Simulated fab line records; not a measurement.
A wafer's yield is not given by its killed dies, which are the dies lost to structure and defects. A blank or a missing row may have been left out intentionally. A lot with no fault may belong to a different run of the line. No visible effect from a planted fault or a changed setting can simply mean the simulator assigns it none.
Which tool was responsible? -- flow nand-harc -- 69 wafers from 23 lots sampled at 6 of the route's 1159 steps

## WHAT THE GAUGES SHOWED, per wafer
The record lacks any reading of a measuring or inspecting step that a usual standard deviation could be used to judge.

## WHICH TOOL RAN EACH LOT (tool, then ch and the chambers of the sampled wafers, then the start)
lot,NHARC_A_SLIT_DEP_00,NHARC_A_CONTACT_STRIP_26,NHARC_A_BLC_ETCH_17,NHARC_A_M1_ETCH_35,NHARC_A_M1_ANNEAL_31,NHARC_A_BONDPAD_ETCH_24
L076,"acl-dep-01 ch 0, day 14 11:20","rie-diel-01 ch 0,2,3, day 17 22:14 or earlier","rie-diel-10 ch 1,2,3, day 17 22:14 or earlier","rie-diel-08 ch 0,1,2, day 17 22:14","rtp-anneal-01 ch 0, day 18 00:01","rie-diel-01 ch 1,2,3, no start"
L075,"acl-dep-02 ch 0, day 14 11:43","rie-diel-11 ch 1,2, day 17 22:37 or earlier","rie-diel-04 ch 1,2, day 17 22:37 or earlier","rie-diel-09 ch 0,2,3, day 17 22:37","rtp-anneal-02 ch 0, day 18 00:26","rie-diel-07 ch 2,3, no start"
L074,"acl-dep-03 ch 0, day 14 12:59","rie-diel-11 ch 0,2,3, day 18 01:25 or earlier","rie-diel-04 ch 0,1,3, day 18 01:25 or earlier","rie-diel-08 ch 0,1, day 18 01:25","rtp-anneal-02 ch 0, day 18 03:11","rie-diel-07 ch 0,2,3, no start"
L079,"acl-dep-02 ch 0, day 15 04:28","rie-diel-11 ch 1,2,3, day 18 04:01 or earlier","rie-diel-03 ch 1,2,3, day 18 04:01 or earlier","rie-diel-09 ch 0,2, day 18 04:01","rtp-anneal-02 ch 0, day 18 06:01","rie-diel-11 ch 0,1,3, no start"
L080,"acl-dep-01 ch 0, day 15 05:28","rie-diel-11 ch 0,2,3, day 18 15:07 or earlier","rie-diel-04 ch 2,3, day 18 15:07 or earlier","rie-diel-09 ch 1,2,3, day 18 15:07","rtp-anneal-01 ch 0, day 18 16:49","rie-diel-01 ch 0,3, no start"
L078,"acl-dep-03 ch 0, day 15 06:05","rie-diel-12 ch 0,1,2, day 18 07:16 or earlier","rie-diel-03 ch 2,3, day 18 07:16 or earlier","rie-diel-05 ch 1,2,3, day 18 07:16","rtp-anneal-02 ch 0, day 18 09:04","rie-diel-01 ch 1,2, no start"
L077,"acl-dep-02 ch 0, day 15 06:44","rie-diel-11 ch 0,1, day 18 19:41 or earlier","rie-diel-03 ch 0,3, day 18 19:41 or earlier","rie-diel-08 ch 2,3, day 18 19:41","rtp-anneal-02 ch 0, day 18 21:32","rie-diel-07 ch 0,1,2, no start"
L081,"acl-dep-01 ch 0, day 15 22:49","rie-diel-12 ch 1,2,3, day 19 05:19 or earlier","rie-diel-04 ch 0,3, day 19 05:19 or earlier","rie-diel-08 ch 1,2,3, day 19 05:19","rtp-anneal-02 ch 0, day 19 07:01","rie-diel-11 ch 1,2,3, day 19 10:37"
L083,"acl-dep-01 ch 0, day 16 06:40","rie-diel-01 ch 0,1,2, day 19 20:43 or earlier","rie-diel-10 ch 1,2,3, day 19 20:43 or earlier","rie-diel-05 ch 1,2,3, day 19 20:43","rtp-anneal-02 ch 0, day 19 22:36","rie-diel-11 ch 0,1,3, no start"
L082,"acl-dep-02 ch 0, day 16 07:01","rie-diel-11 ch 0,1,2, day 19 19:24 or earlier","rie-diel-03 ch 1,2, day 19 19:24 or earlier","rie-diel-08 ch 1,3, day 19 19:24","rtp-anneal-02 ch 0, day 19 21:08","rie-diel-11 ch 0,2,3, day 20 00:37"
L084,"acl-dep-01 ch 0, day 16 17:37","rie-diel-11 ch 0,3, day 20 04:55 or earlier","rie-diel-10 ch 0,1, day 20 04:55 or earlier","rie-diel-05 ch 0,1, day 20 04:55","rtp-anneal-01 ch 0, day 20 06:38","rie-diel-07 ch 0,1, no start"
L085,"acl-dep-02 ch 0, day 17 06:55","rie-diel-11 ch 2,3, day 20 20:16 or earlier","rie-diel-03 ch 2,3, day 20 20:16 or earlier","rie-diel-08 ch 0,1,3, day 20 20:16","rtp-anneal-02 ch 0, day 20 21:55","rie-diel-07 ch 1,2, no start"
L087,"acl-dep-01 ch 0, day 17 07:13","rie-diel-01 ch 0,1,2, day 21 04:23 or earlier","rie-diel-03 ch 0,1, day 21 04:23 or earlier","rie-diel-05 ch 1,2,3, day 21 04:23","rtp-anneal-02 ch 0, day 21 06:11","rie-diel-07 ch 0,1,2, no start"
L086,"acl-dep-03 ch 0, day 17 08:22","rie-diel-12 ch 1,2, day 20 21:12 or earlier","rie-diel-10 ch 1,3, day 20 21:12 or earlier","rie-diel-08 ch 0,2,3, day 20 21:12","rtp-anneal-02 ch 0, day 20 22:56","rie-diel-07 ch 2,3, no start"
L089,"acl-dep-02 ch 0, day 17 23:56","rie-diel-01 ch 0,1,3, day 21 20:03 or earlier","rie-diel-10 ch 0,1,2, day 21 20:03 or earlier","rie-diel-08 ch 0,1, day 21 20:03","rtp-anneal-01 ch 0, day 21 21:49","rie-diel-07 ch 1,3, no start"
L088,"acl-dep-01 ch 0, day 18 00:14","rie-diel-11 ch 0,1, day 21 23:46 or earlier","rie-diel-04 ch 0,1,3, day 21 23:46 or earlier","rie-diel-05 ch 0,3, day 21 23:46","rtp-anneal-02 ch 0, day 22 01:37","rie-diel-07 ch 1,2, no start"
L090,"acl-dep-01 ch 0, day 18 05:31","rie-diel-11 ch 0,3, day 21 19:23 or earlier","rie-diel-03 ch 0,1,2, day 21 19:23 or earlier","rie-diel-08 ch 0,1,3, day 21 19:23","rtp-anneal-01 ch 0, day 21 21:06","rie-diel-11 ch 1,2,3, day 22 01:12"
L091,"acl-dep-02 ch 0, day 18 05:34","rie-diel-01 ch 1,2, day 21 18:26 or earlier","rie-diel-04 ch 1,2,3, day 21 18:26 or earlier","rie-diel-09 ch 0,2,3, day 21 18:26","rtp-anneal-01 ch 0, day 21 20:13","rie-diel-07 ch 0,1, no start"
L092,"acl-dep-03 ch 0, day 18 10:33","rie-diel-11 ch 0,2, day 22 15:31 or earlier","rie-diel-04 ch 1,2, day 22 15:31 or earlier","rie-diel-08 ch 1,2, day 22 15:31","rtp-anneal-01 ch 0, day 22 17:33","rie-diel-07 ch 0,1,3, no start"
L094,"acl-dep-02 ch 0, day 18 23:22","rie-diel-11 ch 2,3, day 22 15:39 or earlier","rie-diel-03 ch 0,2,3, day 22 15:39 or earlier","rie-diel-09 ch 0,1,3, day 22 15:39","rtp-anneal-02 ch 0, day 22 17:23","rie-diel-01 ch 1,3, no start"
L096,"acl-dep-03 ch 0, day 19 00:28","rie-diel-01 ch 1,2,3, day 22 15:49 or earlier","rie-diel-10 ch 1,2,3, day 22 15:49 or earlier","rie-diel-09 ch 0,1,3, day 22 15:49","rtp-anneal-02 ch 0, day 22 17:43","rie-diel-07 ch 0,1,3, no start"
L095,"acl-dep-01 ch 0, day 19 00:47","rie-diel-11 ch 1,2,3, day 22 18:46 or earlier","rie-diel-03 ch 0,1,2, day 22 18:46 or earlier","rie-diel-09 ch 2,3, day 22 18:46","rtp-anneal-01 ch 0, day 22 20:32","rie-diel-07 ch 0,2,3, no start"
L097,"acl-dep-03 ch 0, day 20 06:46","rie-diel-01 ch 0,2,3, day 23 18:18 or earlier","rie-diel-03 ch 0,2, day 23 18:18 or earlier","rie-diel-09 ch 0,2, day 23 18:18","rtp-anneal-02 ch 0, day 23 20:05","rie-diel-07 ch 0,1,3, no start"
- NHARC_A_SLIT_DEP_00: deposits aC, target thk 3200 nm.
- NHARC_A_CONTACT_STRIP_26: strips in O2.
- NHARC_A_BLC_ETCH_17: etches the open film in N2/H2, target depth 390 nm, time 609.38 s.
- NHARC_A_M1_ETCH_35: etches the open film in N2/H2, target depth 40 nm, overetch 12 nm, time 43.94 s.
- NHARC_A_M1_ANNEAL_31: time 90 s.
- NHARC_A_BONDPAD_ETCH_24: etches the open film in CF4/N2, target depth 30 nm, time 72.99 s.

## AS READ BY THE TOOLS THEMSELVES (means over the sampled wafers that have a number; for cases with no such wafer, the mark the record gives instead)
NHARC_A_SLIT_DEP_00.
lot,tool,throttle-valve-pct (%)
L076,acl-dep-01,35.003
L075,acl-dep-02,34.995
L074,acl-dep-03,34.996
L079,acl-dep-02,35.002
L080,acl-dep-01,35.009
L078,acl-dep-03,34.995
L077,acl-dep-02,34.998
L081,acl-dep-01,34.993
L083,acl-dep-01,35.006
L082,acl-dep-02,35.000
L084,acl-dep-01,35.005
L085,acl-dep-02,35.002
L087,acl-dep-01,35.005
L086,acl-dep-03,34.997
L089,acl-dep-02,35.004
L088,acl-dep-01,34.995
L090,acl-dep-01,34.992
L091,acl-dep-02,35.007
L092,acl-dep-03,34.996
L094,acl-dep-02,34.999
L096,acl-dep-03,35.000
L095,acl-dep-01,35.006
L097,acl-dep-03,35.005

NHARC_A_CONTACT_STRIP_26.
lot,tool,drypump-motor-current-A (A),oes-product-au (a.u.),rf-vpp-V (V),showerhead-plenum-p-Torr (Torr),throttle-valve-pct (%)
L076,rie-diel-01,6.4,1.007,57.4,3.48,17.037
L075,rie-diel-11,5.7,0.998,58.4,3.60,17.044
L074,rie-diel-11,5.7,1.007,57.4,3.53,17.032
L079,rie-diel-11,5.7,1.011,57.3,3.54,17.040
L080,rie-diel-11,5.7,1.005,57.8,3.53,17.042
L078,rie-diel-12,5.2,1.004,58.3,3.75,17.036
L077,rie-diel-11,5.6,0.997,57.9,3.72,17.038
L081,rie-diel-12,5.2,1.004,57.7,3.75,17.034
L083,rie-diel-01,6.2,1.006,57.4,3.43,17.034
L082,rie-diel-11,5.7,1.004,57.8,3.58,17.045
L084,rie-diel-11,5.7,0.998,57.7,3.65,17.025
L085,rie-diel-11,5.7,0.998,57.7,3.41,17.037
L087,rie-diel-01,6.2,1.003,57.2,3.43,17.039
L086,rie-diel-12,5.1,1.003,58.1,3.70,17.046
L089,rie-diel-01,6.1,1.002,57.5,3.66,17.044
L088,rie-diel-11,5.6,1.002,58.6,3.70,17.036
L090,rie-diel-11,5.7,1.002,58.1,3.65,17.036
L091,rie-diel-01,6.0,1.004,57.5,3.52,17.023
L092,rie-diel-11,5.7,1.000,58.3,3.45,17.036
L094,rie-diel-11,5.8,1.000,57.6,3.40,17.034
L096,rie-diel-01,6.2,0.998,58.1,3.55,17.023
L095,rie-diel-11,5.7,1.003,58.0,3.53,17.039
L097,rie-diel-01,6.4,0.992,57.6,3.64,17.033

NHARC_A_BLC_ETCH_17.
lot,tool,drypump-motor-current-A (A),oes-product-au (a.u.),rf-vpp-V (V),showerhead-plenum-p-Torr (Torr),throttle-valve-pct (%)
L076,rie-diel-10,5.4,0.996,426.9,1.93,14.168
L075,rie-diel-04,5.3,1.006,433.3,2.13,14.177
L074,rie-diel-04,5.7,1.006,432.1,2.13,14.171
L079,rie-diel-03,5.3,0.995,428.7,1.99,14.175
L080,rie-diel-04,5.7,0.994,430.2,2.04,14.165
L078,rie-diel-03,5.0,0.992,428.7,1.99,14.175
L077,rie-diel-03,5.7,0.999,431.0,2.08,14.172
L081,rie-diel-04,6.1,1.004,431.7,2.09,14.168
L083,rie-diel-10,5.4,1.002,427.5,1.93,14.176
L082,rie-diel-03,5.6,1.001,428.7,1.99,14.173
L084,rie-diel-10,5.7,0.998,427.6,1.94,14.175
L085,rie-diel-03,5.0,1.000,429.5,1.99,14.168
L087,rie-diel-03,6.0,0.995,430.6,2.04,14.176
L086,rie-diel-10,5.6,0.997,428.2,1.92,14.166
L089,rie-diel-10,5.6,1.003,426.3,1.92,14.179
L088,rie-diel-04,5.7,0.997,433.7,2.13,14.173
L090,rie-diel-03,5.7,1.000,429.9,2.03,14.163
L091,rie-diel-04,5.7,1.007,431.7,2.09,14.160
L092,rie-diel-04,5.3,0.999,431.8,2.08,14.168
L094,rie-diel-03,5.4,1.000,430.7,2.02,14.173
L096,rie-diel-10,5.4,0.999,427.3,1.92,14.156
L095,rie-diel-03,5.6,1.003,429.8,2.03,14.169
L097,rie-diel-03,5.7,1.003,431.1,2.06,14.171

NHARC_A_M1_ETCH_35.
lot,tool,drypump-motor-current-A (A),oes-product-au (a.u.),rf-vpp-V (V),showerhead-plenum-p-Torr (Torr),throttle-valve-pct (%)
L076,rie-diel-08,6.4,1.005,434.5,2.18,14.174
L075,rie-diel-09,5.1,1.004,431.2,2.07,14.177
L074,rie-diel-08,6.4,1.000,434.8,2.17,14.186
L079,rie-diel-09,5.2,1.005,432.8,2.10,14.170
L080,rie-diel-09,5.3,0.995,428.9,2.00,14.174
L078,rie-diel-05,5.7,1.003,431.5,2.09,14.174
L077,rie-diel-08,6.1,0.993,434.1,2.16,14.175
L081,rie-diel-08,6.2,1.001,433.1,2.14,14.170
L083,rie-diel-05,5.7,1.003,431.8,2.09,14.174
L082,rie-diel-08,6.1,0.998,432.5,2.10,14.181
L084,rie-diel-05,6.1,1.000,430.7,2.06,14.165
L085,rie-diel-08,6.3,0.998,433.0,2.13,14.175
L087,rie-diel-05,5.7,1.006,431.8,2.09,14.169
L086,rie-diel-08,6.2,0.995,434.1,2.16,14.165
L089,rie-diel-08,6.4,1.002,433.8,2.17,14.174
L088,rie-diel-05,5.9,1.003,431.7,2.06,14.165
L090,rie-diel-08,6.3,0.995,432.7,2.13,14.174
L091,rie-diel-09,5.1,1.003,430.5,2.06,14.175
L092,rie-diel-08,6.4,1.004,432.6,2.16,14.174
L094,rie-diel-09,5.2,1.003,430.9,2.07,14.161
L096,rie-diel-09,5.2,0.998,431.5,2.07,14.173
L095,rie-diel-09,5.2,0.991,429.5,1.99,14.169
L097,rie-diel-09,5.2,1.004,433.2,2.10,14.173

NHARC_A_M1_ANNEAL_31.
lot,tool,anneal-temp-c (C),wafer_temp_C_max
L076,rtp-anneal-01,225.04,226.5
L075,rtp-anneal-02,225.11,225.5
L074,rtp-anneal-02,224.91,225.8
L079,rtp-anneal-02,224.93,225.9
L080,rtp-anneal-01,224.86,226.5
L078,rtp-anneal-02,225.15,225.6
L077,rtp-anneal-02,224.83,225.9
L081,rtp-anneal-02,225.09,226.0
L083,rtp-anneal-02,224.99,225.6
L082,rtp-anneal-02,224.85,225.8
L084,rtp-anneal-01,225.26,226.7
L085,rtp-anneal-02,224.87,225.6
L087,rtp-anneal-02,225.07,225.8
L086,rtp-anneal-02,224.69,225.7
L089,rtp-anneal-01,225.13,227.1
L088,rtp-anneal-02,225.12,225.8
L090,rtp-anneal-01,225.04,226.4
L091,rtp-anneal-01,224.96,226.9
L092,rtp-anneal-01,224.84,226.6
L094,rtp-anneal-02,225.04,225.9
L096,rtp-anneal-02,225.01,225.6
L095,rtp-anneal-01,225.10,226.3
L097,rtp-anneal-02,224.90,225.9

NHARC_A_BONDPAD_ETCH_24.
lot,tool,drypump-motor-current-A (A),oes-product-au (a.u.),rf-vpp-V (V),showerhead-plenum-p-Torr (Torr),throttle-valve-pct (%)
L076,rie-diel-01,6.2,1.005,314.6,2.66,19.789
L075,rie-diel-07,6.0,1.004,316.9,2.76,19.803
L074,rie-diel-07,5.8,1.001,315.2,2.65,19.793
L079,rie-diel-11,5.7,0.990,315.9,2.73,19.801
L080,rie-diel-01,6.2,1.003,314.1,2.62,19.794
L078,rie-diel-01,6.0,1.011,314.1,2.63,19.785
L077,rie-diel-07,5.9,0.994,313.9,2.65,19.803
L081,rie-diel-11,5.7,1.002,314.1,2.63,19.792
L083,rie-diel-11,5.7,0.996,315.5,2.72,19.785
L082,rie-diel-11,5.7,1.007,313.7,2.63,19.792
L084,rie-diel-07,5.8,0.986,313.3,2.54,19.803
L085,rie-diel-07,6.1,0.991,316.4,2.76,19.790
L087,rie-diel-07,6.0,1.002,314.4,2.65,19.792
L086,rie-diel-07,6.1,0.998,314.7,2.72,19.791
L089,rie-diel-07,6.6,0.991,315.6,2.67,19.798
L088,rie-diel-07,6.4,0.990,314.7,2.72,19.792
L090,rie-diel-11,5.7,1.009,314.1,2.63,19.785
L091,rie-diel-07,6.3,0.997,313.8,2.60,19.789
L092,rie-diel-07,6.1,0.991,313.4,2.60,19.806
L094,rie-diel-01,5.9,1.000,314.0,2.65,19.796
L096,rie-diel-07,6.1,0.996,314.5,2.60,19.801
L095,rie-diel-07,5.8,1.001,315.1,2.65,19.800
L097,rie-diel-07,6.1,0.992,314.2,2.60,19.801

## THE ANSWER, worked out from the rows above alone
Rule: the lots themselves supply what counts as usual. The widest of any qualifying gaps counts: lots, ordered by their means at a reading, are off when they make up no more than a third of the lots, leave a main group of 4 or more, and stand apart from it by 3 or more times the standard deviation of that group's means. A main group whose means are all the same, to the digits that the tables above print for the reading, isn't used. A lot without any number at a reading at which 4 lots or more have one is off too. Where the step has rows for the other lots, those lots are counted as sound. The gauges are gone through in route order, then the tools' own readings, and for those a lot's mean is taken as printed above. The first step at which some lot is off is used, and at that step the reading that is off furthest; a lot without a number counts as furthest.
No lot is off on any of the readings shown, so nothing can be concluded from this.

## WHAT THE SIMULATOR HAD INSERTED
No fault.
